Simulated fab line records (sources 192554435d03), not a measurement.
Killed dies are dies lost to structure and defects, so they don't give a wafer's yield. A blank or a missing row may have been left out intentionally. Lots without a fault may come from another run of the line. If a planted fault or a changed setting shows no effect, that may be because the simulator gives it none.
fab line records + flow n5-finfet
record:
- lots: 9
- wafers: 27
- last-day: 20
route steps=1938 shown BEOL_M0_SAQP@659 BEOL_M4@1111
lots that met no fault: taken from a fault-free run of the same line
start-h: hours from the record's first day to the start of the lot's first wafer shown + wait-h: hours elapsed since this lot's preceding step + " identical to the entry in the row above + L1.1+2: a single row standing in for several wafers + - either no value or no given start + * or withheld: withheld + < > ~ a bound
route shown NAME@n: NAME is a module with steps in the file, n the number in the route of the first one + usual: the fault-free wafers' mean and standard deviation + same: alike in all rows + chamber/n: place in a boat + sites: each site's reading + _std_site: how widely they spread, as a standard deviation + _edge_site: the outer-site mean with the inner-site mean subtracted + radius-mm: for every site, how far away it sits from the centre of the wafer + mask NAME#n: copy n + behind: tool/chamber where the wafer was last shaped + hold: why the lot went on hold/how many hours it stayed there/how the hold came to an end + device: the n, p or np transistor that did not switch + end of line: the route-end tests of the same wafers + a step without rows: its recipe alone + killed: dies that structure and defects cost at the first sort, which is not the same as the wafer's yield + map: a wafer's dies, marking killed ones x, the rest . and places with no die _
set.NAME: the setting as run; set.NAME@STEP: as run at that earlier step + model.NAME: the simulator's own value behind a step, which no gauge read
steps of the route over a sample of lots; a table a step, a row a wafer
services: from which hour (start-h, from the record's first day; less than 0 if before it) a tool's chamber was out of use, for how many hours, and why
== steps ==
step: N5_BEOL_M0_SAQP_STRIP_86
recipe:
- chemistry: N2/H2
- power-w: 500
- temp-c: 40
- pressure-mtorr: 50
- rf-frequency-hz: 6e+07
- overash-fraction: 0.3
- bias-power-w: 28
- h2-frac: 0.5
- n2-flow-sccm: 300
- h2-flow-sccm: 300
usual:
- drypump-motor-current-A: 5.9/0.56
- h2-flow-sccm: 299.9/0.89
- oes-product-au: 0.80/0.079
- rf-vpp-V: 121.9/1.4
- showerhead-plenum-p-Torr: 3.37/0.11
- throttle-valve-pct: 19.07/0.16
| lot.wafer | tool        | chamber | start-h | wait-h | drypump-motor-current-A | h2-flow-sccm | oes-product-au | rf-hours-counter-h | rf-vpp-V | showerhead-plenum-p-Torr | throttle-valve-pct |
|-----------|-------------|---------|---------|--------|-------------------------|--------------|----------------|--------------------|----------|--------------------------|--------------------|
| L483.3    | rie-diel-06 | 0       | 110.75  | 0.1    | 6.5                     | 299.5        | 0.71           | 202                | 123.3    | 3.47                     | 19.44              |
| L483.4    | "           | 3       | "       | "      | 5.2                     | 300.4        | 0.86           | 31                 | 121.8    | 3.42                     | 19.29              |
| L483.5    | "           | 2       | "       | "      | 6.4                     | 301.3        | 0.80           | -                  | 118.4    | 3.24                     | 19.08              |
| L484.2    | rie-diel-03 | 0       | 145.42  | 0.1    | 5.6                     | 299.5        | 0.74           | 178                | 122.1    | 3.34                     | 19.06              |
| L484.4    | "           | 3       | "       | "      | 5.4                     | 299.0        | 0.94           | 22                 | 122.5    | 3.43                     | 18.94              |
| L484.6    | "           | 0       | "       | "      | 5.6                     | 301.4        | 0.74           | -                  | 122.2    | 3.34                     | 19.05              |
| L491.3    | rie-diel-06 | 2       | 166.81  | 0.1    | 6.4                     | 300.2        | 0.78           | 138                | 120.8    | 3.23                     | 19.09              |
| L491.5    | "           | 2       | "       | "      | 6.4                     | 298.9        | 0.79           | -                  | 121.4    | 3.23                     | 19.10              |
| L491.6    | "           | 1       | "       | "      | 5.2                     | 298.8        | 0.70           | -                  | 124.1    | 3.44                     | 18.99              |
| L492.1    | rie-diel-01 | 2       | 171.61  | 0.1    | 6.4                     | 298.8        | 0.92           | 12                 | 123.2    | 3.58                     | 19.35              |
| L492.5    | "           | 1       | "       | "      | 6.3                     | 298.7        | 0.76           | -                  | 121.9    | 3.37                     | 19.02              |
| L492.6    | "           | 2       | "       | "      | 6.4                     | 299.0        | 0.91           | -                  | 125.4    | 3.58                     | 19.34              |
| L502.3    | rie-diel-01 | 3       | 235.37  | 0.1    | 6.0                     | 300.3        | 0.92           | 22                 | 120.3    | 3.28                     | 18.83              |
| L502.5    | "           | 2       | "       | "      | 6.4                     | 300.7        | 0.87           | -                  | 122.4    | 3.56                     | 19.37              |
| L502.6    | "           | 1       | "       | "      | 6.3                     | 299.3        | 0.76           | -                  | 123.0    | 3.35                     | 19.04              |
| L504.1    | rie-diel-01 | 0       | 243.25  | 0.1    | 6.7                     | 299.0        | 0.78           | 110                | 119.3    | 3.24                     | 19.19              |
| L504.4    | "           | 1       | "       | "      | 6.3                     | 299.6        | 0.73           | 161                | 121.3    | 3.35                     | 19.00              |
| L504.6    | "           | 3       | "       | "      | 6.0                     | 299.8        | 0.91           | -                  | 119.8    | 3.28                     | 18.82              |
| L506.1    | rie-diel-01 | 1       | 247.43  | 0.1    | 6.3                     | 300.2        | 0.74           | 162                | 122.5    | 3.35                     | 19.04              |
| L506.2    | "           | 0       | "       | "      | 6.6                     | 299.9        | 0.80           | 111                | 119.9    | 3.24                     | 19.18              |
| L506.6    | "           | 0       | "       | "      | 6.7                     | 299.6        | 0.79           | -                  | 121.6    | 3.24                     | 19.18              |
| L505.1    | rie-diel-01 | 0       | 250.37  | 0.1    | 6.6                     | 300.9        | 0.78           | 112                | 119.7    | 3.24                     | 19.21              |
| L505.3    | "           | 1       | "       | "      | 6.3                     | 298.7        | 0.74           | 163                | 123.5    | 3.35                     | 19.03              |
| L505.6    | "           | 3       | "       | "      | 6.0                     | 300.8        | 0.90           | -                  | 121.9    | 3.28                     | 18.83              |
| L503.1    | rie-diel-01 | 3       | 253.07  | 0.1    | 6.0                     | 301.0        | 0.91           | 27                 | 121.3    | 3.28                     | 18.87              |
| L503.2    | "           | 1       | "       | "      | 6.3                     | 299.3        | 0.74           | 165                | 121.8    | 3.35                     | 19.03              |
| L503.6    | "           | 3       | "       | "      | 6.0                     | 300.9        | 0.90           | -                  | 121.3    | 3.28                     | 18.86              |
step: N5_BEOL_M0_SAQP_SPACER1_ALD_98
recipe:
- material: SiO2
- target-thk-a: 128
- temp-c: 300
- ald-precursor-family: BDEAS
- ald-co-reactant: O2-plasma
- pulse-time-s: 1
- purge-time-s: 2
- co-reactant-purge-time-s: 2
- ald-cycles: 138
- pressure-torr: 2
usual:
- heater-power-w: 460/57
- precursor-pulse-height-rel: 1.002/0.019
- susceptor-temp-C: 299.99/0.19
same:
- co-reactant-purge-time-s: 2
| lot.wafer | tool       | chamber | start-h | wait-h | heater-power-w | precursor-pulse-height-rel | susceptor-temp-C |
|-----------|------------|---------|---------|--------|----------------|----------------------------|------------------|
| L483.3    | ald-sin-02 | 0       | 111.30  | 0.1    | 443            | 0.991                      | 299.69           |
| L483.4    | "          | 1       | "       | "      | 542            | 0.979                      | 299.99           |
| L483.5    | "          | 0       | "       | "      | 433            | 1.025                      | 300.19           |
| L484.2    | ald-sin-03 | 1       | 146.02  | 0.3    | 500            | 1.020                      | 300.40           |
| L484.4    | "          | 0       | "       | "      | 443            | 1.007                      | 299.98           |
| L484.6    | "          | 1       | "       | "      | 513            | 1.013                      | 300.34           |
| L491.3    | ald-sin-02 | 0       | 167.33  | 0.1    | 420            | 1.028                      | 295.86           |
| L491.5    | "          | 3       | "       | "      | 414            | 0.987                      | 295.62           |
| L491.6    | "          | 2       | "       | "      | 348            | 0.968                      | 295.87           |
| L492.1    | ald-sin-02 | 3       | 172.17  | 0.3    | 416            | 1.017                      | 295.77           |
| L492.5    | "          | 1       | "       | "      | 523            | 1.024                      | 295.78           |
| L492.6    | "          | 0       | "       | "      | 421            | 0.972                      | 295.71           |
| L502.3    | ald-sin-02 | 1       | 235.89  | 0.1    | 526            | 1.009                      | 300.16           |
| L502.5    | "          | 2       | "       | "      | 370            | 1.004                      | 300.32           |
| L502.6    | "          | 3       | "       | "      | 428            | 1.013                      | 299.96           |
| L504.1    | ald-sin-01 | 0       | 243.77  | 0.3    | 494            | 1.007                      | 299.98           |
| L504.4    | "          | 2       | "       | "      | 492            | 1.010                      | 300.03           |
| L504.6    | "          | 1       | "       | "      | 411            | 0.997                      | 300.19           |
| L506.1    | ald-sin-02 | 2       | 247.98  | 0.3    | 377            | 1.009                      | 299.82           |
| L506.2    | "          | 0       | "       | "      | 447            | 1.010                      | 299.80           |
| L506.6    | "          | 0       | "       | "      | 439            | 0.991                      | 299.74           |
| L505.1    | ald-sin-02 | 2       | 250.92  | 0.3    | 370            | 0.994                      | 300.09           |
| L505.3    | "          | 3       | "       | "      | 425            | 0.993                      | 300.10           |
| L505.6    | "          | 1       | "       | "      | 541            | 0.993                      | 300.23           |
| L503.1    | ald-sin-02 | 3       | 253.59  | 0.3    | 430            | 0.991                      | 299.87           |
| L503.2    | "          | 2       | "       | "      | 365            | 0.987                      | 300.06           |
| L503.6    | "          | 3       | "       | "      | 430            | 0.974                      | 300.08           |
step: N5_BEOL_M0_SAQP_ETCH_101
recipe:
- chemistry: CH3F/O2
- target: SiNx
- mask-material: SiO2
- target-depth-a: 299
- time-s: 42.7
- pressure-mtorr: 30
- source-w: 395
- bias-w: 73
- Ar_flow_sccm: 150
- CH3F_flow_sccm: 30
- O2_flow_sccm: 20
- ion-energy-ev: 120
usual:
- drypump-motor-current-A: 6.0/0.56
- mfc-ar-sccm: 150.0/0.43
- oes-product-au: 0.79/0.083
- rf-vpp-V: 298.0/2.7
- showerhead-plenum-p-Torr: 2.01/0.064
- throttle-valve-pct: 16.48/0.18
| lot.wafer | tool        | chamber | start-h | wait-h | drypump-motor-current-A | mfc-ar-sccm | oes-product-au | rf-hours-counter-h | rf-vpp-V | showerhead-plenum-p-Torr | throttle-valve-pct |
|-----------|-------------|---------|---------|--------|-------------------------|-------------|----------------|--------------------|----------|--------------------------|--------------------|
| L483.3    | rie-diel-01 | 3       | 112.01  | 0.0    | 6.0                     | 150.9       | 0.66           | 239                | 294.3    | 1.97                     | 16.78              |
| L483.4    | "           | 0       | "       | "      | 6.6                     | 150.2       | 0.83           | -                  | 298.8    | 1.95                     | 16.62              |
| L483.5    | "           | 1       | "       | "      | 6.3                     | 149.9       | 0.79           | -                  | 298.7    | 2.01                     | 16.27              |
| L484.2    | rie-diel-01 | 3       | 146.81  | 0.0    | 6.0                     | 149.8       | 0.66           | 248                | 295.0    | 1.96                     | 16.78              |
| L484.4    | "           | 2       | "       | "      | 6.4                     | 149.8       | 0.97           | 2                  | 301.7    | 2.13                     | 16.42              |
| L484.6    | "           | 0       | "       | "      | 6.6                     | 149.9       | 0.82           | -                  | 298.3    | 1.94                     | 16.62              |
| L491.3    | rie-diel-01 | 1       | 168.04  | 0.0    | 6.3                     | 149.8       | 0.77           | 133                | 298.9    | 2.00                     | 16.29              |
| L491.5    | "           | 0       | "       | "      | 6.7                     | 149.8       | 0.82           | -                  | 298.6    | 1.94                     | 16.63              |
| L491.6    | "           | 1       | "       | "      | 6.3                     | 150.1       | 0.77           | -                  | 297.7    | 2.00                     | 16.31              |
| L492.1    | rie-diel-01 | 2       | 172.89  | 0.0    | 6.4                     | 150.4       | 0.92           | 13                 | 301.6    | 2.13                     | 16.44              |
| L492.5    | "           | 0       | "       | "      | 6.6                     | 150.6       | 0.80           | -                  | 298.1    | 1.94                     | 16.63              |
| L492.6    | "           | 2       | "       | "      | 6.4                     | 150.1       | 0.93           | -                  | 301.0    | 2.13                     | 16.44              |
| L502.3    | rie-diel-06 | 3       | 236.60  | 0.0    | 5.2                     | 149.9       | 0.81           | 68                 | 298.9    | 2.02                     | 16.54              |
| L502.5    | "           | 3       | "       | "      | 5.2                     | 149.6       | 0.81           | -                  | 299.8    | 2.02                     | 16.55              |
| L502.6    | "           | 2       | "       | "      | 6.4                     | 150.5       | 0.75           | -                  | 293.7    | 1.92                     | 16.48              |
| L504.1    | rie-diel-06 | 3       | 244.48  | 0.0    | 5.2                     | 149.8       | 0.80           | 72                 | 298.7    | 2.02                     | 16.56              |
| L504.4    | "           | 0       | "       | "      | 6.4                     | 149.3       | 0.69           | -                  | 300.7    | 2.06                     | 16.75              |
| L504.6    | "           | 2       | "       | "      | 6.4                     | 149.7       | 0.76           | -                  | 294.6    | 1.92                     | 16.48              |
| L506.1    | rie-diel-01 | 0       | 248.69  | 0.0    | 6.6                     | 150.0       | 0.78           | 111                | 299.3    | 1.93                     | 16.68              |
| L506.2    | "           | 1       | "       | "      | 6.3                     | 149.0       | 0.75           | 162                | 298.2    | 1.99                     | 16.35              |
| L506.6    | "           | 1       | "       | "      | 6.3                     | 149.6       | 0.74           | -                  | 298.2    | 1.99                     | 16.35              |
| L505.1    | rie-diel-06 | 3       | 251.77  | 0.1    | 5.2                     | 149.8       | 0.80           | 75                 | 298.7    | 2.02                     | 16.56              |
| L505.3    | "           | 1       | "       | "      | 5.2                     | 150.1       | 1.00           | 2                  | 300.2    | 2.04                     | 16.10              |
| L505.6    | "           | 1       | "       | "      | 5.2                     | 150.3       | 0.98           | -                  | 300.5    | 2.04                     | 16.09              |
| L503.1    | rie-diel-06 | 2       | 254.32  | 0.1    | 6.4                     | 150.0       | 0.76           | 170                | 293.5    | 1.92                     | 16.51              |
| L503.2    | "           | 3       | "       | "      | 5.2                     | 149.8       | 0.80           | 76                 | 298.3    | 2.02                     | 16.56              |
| L503.6    | "           | 2       | "       | "      | 6.4                     | 150.7       | 0.75           | -                  | 293.3    | 1.92                     | 16.51              |
step: N5_BEOL_M0_SAQP_ETCH_106
recipe:
- chemistry: N2/H2
- target: SOC
- target-depth-a: 1500
- stop-on: SiNx
- ion-energy-ev: 100
- bias-w: 61
- pressure-mtorr: 30
- source-w: 850
- n2-flow-sccm: 200
- h2-flow-sccm: 200
usual:
- drypump-motor-current-A: 6.0/0.55
- h2-flow-sccm: 199.9/0.54
- oes-product-au: 0.78/0.079
- rf-vpp-V: 240.9/1.4
- showerhead-plenum-p-Torr: 2.56/0.089
- throttle-valve-pct: 17.95/0.17
| lot.wafer | tool        | chamber | start-h | wait-h | drypump-motor-current-A | h2-flow-sccm | oes-product-au | rf-hours-counter-h | rf-vpp-V | showerhead-plenum-p-Torr | throttle-valve-pct |
|-----------|-------------|---------|---------|--------|-------------------------|--------------|----------------|--------------------|----------|--------------------------|--------------------|
| L483.3    | rie-diel-06 | 3       | 113.01  | -      | 5.2                     | 200.0        | 0.85           | 32                 | 240.7    | 2.59                     | 18.06              |
| L483.4    | "           | 2       | "       | "      | 6.4                     | 200.2        | 0.79           | 125                | 239.8    | 2.45                     | 17.90              |
| L483.5    | "           | 3       | "       | "      | 5.2                     | 200.0        | 0.85           | -                  | 241.7    | 2.59                     | 18.04              |
| L484.2    | rie-diel-03 | 2       | 147.48  | -      | 5.0                     | 200.1        | 0.77           | 130                | 242.1    | 2.65                     | 17.82              |
| L484.4    | "           | 1       | "       | "      | 6.1                     | 199.7        | 0.74           | 143                | 238.7    | 2.44                     | 17.57              |
| L484.6    | "           | 2       | "       | "      | 5.0                     | 200.1        | 0.77           | -                  | 241.3    | 2.65                     | 17.81              |
| L491.3    | rie-diel-01 | 2       | 168.71  | -      | 6.4                     | 200.3        | 0.91           | 11                 | 241.6    | 2.71                     | 18.03              |
| L491.5    | "           | 1       | "       | "      | 6.3                     | 199.4        | 0.76           | -                  | 240.5    | 2.55                     | 17.79              |
| L491.6    | "           | 0       | "       | "      | 6.6                     | 200.6        | 0.80           | -                  | 240.8    | 2.46                     | 18.07              |
| L492.1    | rie-diel-06 | 0       | 173.61  | -      | 6.4                     | 200.1        | 0.70           | 216                | 241.6    | 2.62                     | 18.19              |
| L492.5    | "           | 2       | "       | "      | 6.5                     | 201.3        | 0.78           | -                  | 240.4    | 2.44                     | 17.91              |
| L492.6    | "           | 1       | "       | "      | 5.2                     | 200.1        | 0.68           | -                  | 242.2    | 2.61                     | 17.97              |
| L502.3    | rie-diel-06 | 0       | 237.27  | -      | 6.4                     | 198.9        | 0.69           | 236                | 240.8    | 2.61                     | 18.24              |
| L502.5    | "           | 3       | "       | "      | 5.2                     | 199.0        | 0.80           | -                  | 242.1    | 2.58                     | 18.10              |
| L502.6    | "           | 2       | "       | "      | 6.4                     | 199.9        | 0.75           | -                  | 238.2    | 2.43                     | 17.94              |
| L504.1    | rie-diel-06 | 2       | 246.61  | -      | 6.4                     | 200.4        | 0.75           | 166                | 241.2    | 2.43                     | 17.94              |
| L504.4    | "           | 0       | "       | "      | 6.5                     | 199.5        | 0.69           | 239                | 241.3    | 2.61                     | 18.22              |
| L504.6    | "           | 0       | "       | "      | 6.4                     | 199.9        | 0.69           | -                  | 240.4    | 2.61                     | 18.22              |
| L506.1    | rie-diel-03 | 3       | 249.36  | -      | 5.4                     | 199.2        | 0.84           | 59                 | 239.9    | 2.58                     | 17.88              |
| L506.2    | "           | 0       | "       | "      | 5.6                     | 199.1        | 0.69           | 213                | 240.0    | 2.51                     | 18.07              |
| L506.6    | "           | 1       | "       | "      | 6.2                     | 200.3        | 0.72           | -                  | 239.6    | 2.43                     | 17.61              |
| L505.1    | rie-diel-03 | 0       | 252.76  | -      | 5.6                     | 200.1        | 0.70           | 215                | 239.8    | 2.51                     | 18.06              |
| L505.3    | "           | 1       | "       | "      | 6.1                     | 200.4        | 0.72           | 171                | 237.5    | 2.43                     | 17.62              |
| L505.6    | "           | 0       | "       | "      | 5.6                     | 199.4        | 0.70           | -                  | 241.5    | 2.51                     | 18.07              |
| L503.1    | rie-diel-03 | 2       | 256.09  | -      | 5.0                     | 199.4        | 0.73           | 168                | 242.2    | 2.64                     | 17.89              |
| L503.2    | "           | 1       | "       | "      | 6.1                     | 200.1        | 0.72           | 172                | 239.8    | 2.43                     | 17.63              |
| L503.6    | "           | 0       | "       | "      | 5.6                     | 199.4        | 0.70           | -                  | 240.3    | 2.51                     | 18.06              |
step: N5_BEOL_M4_RC_MEAS_101
usual:
- DIBL_N: 36.0/1.3
- DIBL_P: 36.2/1.7
- IOFF_N: 0.155/0.024
- IOFF_P: 0.21/0.034
- ION_N: 674/9
- ION_P: 463/7.1
- SS_N: 71.4/0.5
- SS_P: 73.4/0.57
- VT_N: 250.0/2.8
- VT_P: -251/3.2
| lot.wafer | tool      | chamber | start-h | wait-h | DIBL_N[mV/V] | DIBL_P[mV/V] | IOFF_N[nA/um] | IOFF_P[nA/um] | ION_N[uA/um] | ION_P[uA/um] | SS_N[mV/dec] | SS_P[mV/dec] | VT_N[mV] | VT_P[mV] |
|-----------|-----------|---------|---------|--------|--------------|--------------|---------------|---------------|--------------|--------------|--------------|--------------|----------|----------|
| L483.3    | prober-01 | 0       | 211.10  | 0.3    | 34.4         | 34.2         | 0.113         | 0.17          | 654          | 457          | 70.8         | 72.5         | 255.3    | -254     |
| L483.4    | "         | 0       | "       | "      | 32.8         | 32.1         | 0.097         | 0.14          | 654          | 454          | 70.5         | 72.9         | 255.2    | -256     |
| L483.5    | "         | 0       | "       | "      | 34.7         | 34.6         | 0.123         | 0.18          | 664          | 460          | 71.1         | 73.6         | 254.6    | -253     |
| L484.2    | prober-01 | 0       | 244.66  | 0.3    | 35.0         | 35.0         | 0.125         | 0.17          | 663          | 455          | 71.2         | 73.1         | 253.3    | -254     |
| L484.4    | "         | 0       | "       | "      | 37.0         | 37.2         | 0.158         | 0.20          | 673          | 454          | 72.1         | 73.6         | 252.0    | -251     |
| L484.6    | "         | 0       | "       | "      | 36.8         | 37.1         | 0.155         | 0.20          | 667          | 458          | 71.5         | 73.3         | 248.5    | -251     |
| L491.3    | prober-02 | 0       | 275.80  | 0.3    | 36.0         | 37.5         | 0.157         | 0.21          | 672          | 459          | 71.7         | 73.4         | 250.7    | -251     |
| L491.5    | "         | 0       | "       | "      | 35.0         | 35.7         | 0.144         | 0.18          | 667          | 452          | 71.4         | 73.0         | 251.3    | -252     |
| L491.6    | "         | 0       | "       | "      | 35.2         | 36.4         | 0.153         | 0.19          | 678          | 462          | 70.7         | 74.2         | 250.9    | -251     |
| L492.1    | prober-01 | 0       | 276.14  | 0.0    | 37.8         | 37.2         | 0.186         | 0.20          | 682          | 457          | 72.0         | 73.3         | 248.8    | -254     |
| L492.5    | "         | 0       | "       | "      | 35.8         | 35.1         | 0.156         | 0.18          | 681          | 458          | 70.8         | 73.1         | 248.2    | -255     |
| L492.6    | "         | 0       | "       | "      | 36.3         | 35.3         | 0.159         | 0.18          | 671          | 460          | 70.4         | 73.6         | 250.2    | -255     |
| L502.3    | prober-01 | 0       | 327.52  | 0.3    | 36.7         | 36.2         | 0.164         | 0.24          | 680          | 473          | 72.1         | 73.5         | 250.9    | -246     |
| L502.5    | "         | 0       | "       | "      | 37.5         | 37.5         | 0.180         | 0.26          | 683          | 476          | 72.1         | 74.1         | 251.2    | -246     |
| L502.6    | "         | 0       | "       | "      | 36.4         | 36.1         | 0.156         | 0.23          | 680          | 472          | 72.2         | 73.3         | 250.9    | -247     |
| L506.1    | prober-01 | 0       | 347.71  | 0.0    | 35.7         | 34.9         | 0.135         | 0.20          | 676          | 464          | 70.9         | 73.0         | 251.9    | -251     |
| L506.2    | "         | 0       | "       | "      | 34.8         | 34.3         | 0.120         | 0.19          | 668          | 464          | 71.0         | 72.4         | 255.6    | -249     |
| L506.6    | "         | 0       | "       | "      | 34.3         | 34.5         | 0.121         | 0.19          | 664          | 464          | 70.4         | 72.5         | 253.3    | -250     |
| L505.1    | prober-01 | 0       | 358.50  | 0.0    | 34.6         | 34.0         | 0.126         | 0.16          | 657          | 447          | 70.6         | 73.1         | 257.1    | -257     |
| L505.3    | "         | 0       | "       | "      | 33.5         | 33.6         | 0.124         | 0.16          | 658          | 453          | 71.5         | 72.0         | 253.6    | -256     |
| L505.6    | "         | 0       | "       | "      | 33.9         | 33.6         | 0.121         | 0.16          | 655          | 453          | 71.5         | 73.2         | 253.1    | -256     |
| L503.1    | prober-01 | 0       | 369.43  | 0.0    | 34.5         | 35.1         | 0.136         | 0.18          | 669          | 456          | 70.9         | 73.0         | 251.0    | -253     |
| L503.2    | "         | 0       | "       | "      | 36.4         | 37.7         | 0.172         | 0.22          | 680          | 468          | 71.4         | 73.1         | 246.8    | -251     |
| L503.6    | "         | 0       | "       | "      | 35.0         | 35.5         | 0.146         | 0.19          | 671          | 467          | 71.5         | 72.6         | 249.7    | -251     |
| L504.1    | prober-01 | 0       | 373.59  | 0.0    | 34.7         | 32.5         | 0.112         | 0.16          | 663          | 452          | 71.0         | 73.3         | 256.1    | -255     |
| L504.4    | "         | 0       | "       | "      | 35.3         | 34.4         | 0.135         | 0.18          | 673          | 460          | 70.2         | 72.5         | 253.0    | -251     |
| L504.6    | "         | 0       | "       | "      | 35.4         | 33.5         | 0.127         | 0.17          | 668          | 458          | 70.6         | 72.5         | 254.5    | -253     |
== services ==
| tool        | chamber | start-h | hours | kind                          |
|-------------|---------|---------|-------|-------------------------------|
| ald-sin-01  | -       | 102.83  | 2.8   | pm                            |
| rie-diel-01 | 2       | 108.89  | -     | clean                         |
| rie-diel-01 | 2       | 108.89  | -     | consumable-replace:focus-ring |
| rie-diel-01 | 2       | 108.89  | -     | consumable-replace:showerhead |
| rie-diel-01 | 2       | 108.89  | 24.0  | scheduled-down                |
| rie-diel-01 | 2       | 108.89  | 24.0  | vent-cycle                    |
| ald-sin-03  | -       | 114.15  | 3.6   | repair                        |
| ald-sin-01  | -       | 119.33  | 4.3   | pm                            |
| ald-sin-03  | 2       | 127.32  | 6.2   | repair                        |
| ald-sin-03  | -       | 138.77  | 1.3   | repair                        |
| ald-sin-01  | -       | 143.33  | 14.6  | pm                            |
| rie-diel-01 | 3       | 154.08  | -     | clean                         |
| rie-diel-01 | 3       | 154.08  | -     | consumable-replace:focus-ring |
| rie-diel-01 | 3       | 154.08  | 18.9  | scheduled-down                |
| rie-diel-01 | 3       | 154.08  | 18.9  | vent-cycle                    |
| rie-diel-03 | 1       | 174.81  | 17.2  | repair                        |
| ald-sin-03  | -       | 176.96  | 14.0  | pm                            |
| ald-sin-03  | -       | 190.96  | 6.0   | pm                            |
| rie-diel-06 | 0       | 198.08  | 6.2   | repair                        |
| rie-diel-06 | 1       | 221.29  | -     | clean                         |
| rie-diel-06 | 1       | 221.29  | -     | consumable-replace:esc        |
| rie-diel-06 | 1       | 221.29  | -     | consumable-replace:focus-ring |
| rie-diel-06 | 1       | 221.29  | 25.2  | scheduled-down                |
| rie-diel-01 | 2       | 247.05  | 9.9   | repair                        |
== key ==
first-sign:
- step: N5_BEOL_M0_SAQP_SPACER1_ALD_98
- reading: susceptor-temp-C
- direction: down
- sigmas: 23
- usual: *
- struck: *
effect none on later readings
met-at N5_BEOL_M0_SAQP_SPACER1_ALD_98
struck-lots L491,L492
not-acting-at N5_BEOL_M0_SAQP_STRIP_86,N5_BEOL_M0_SAQP_ETCH_101,N5_BEOL_M0_SAQP_ETCH_106
onset-between 111.30 167.33
fault:
- kind: process-parameter-drift
- tool: ald-sin-02
- chamber: -
- onset-h: 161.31
- steps: N5_BEOL_M0_SAQP_SPACER1_ALD_98
- channel: temp-c
- offset: *
- shape: step
- end-h: 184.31
- acts-in: *
- stated: *
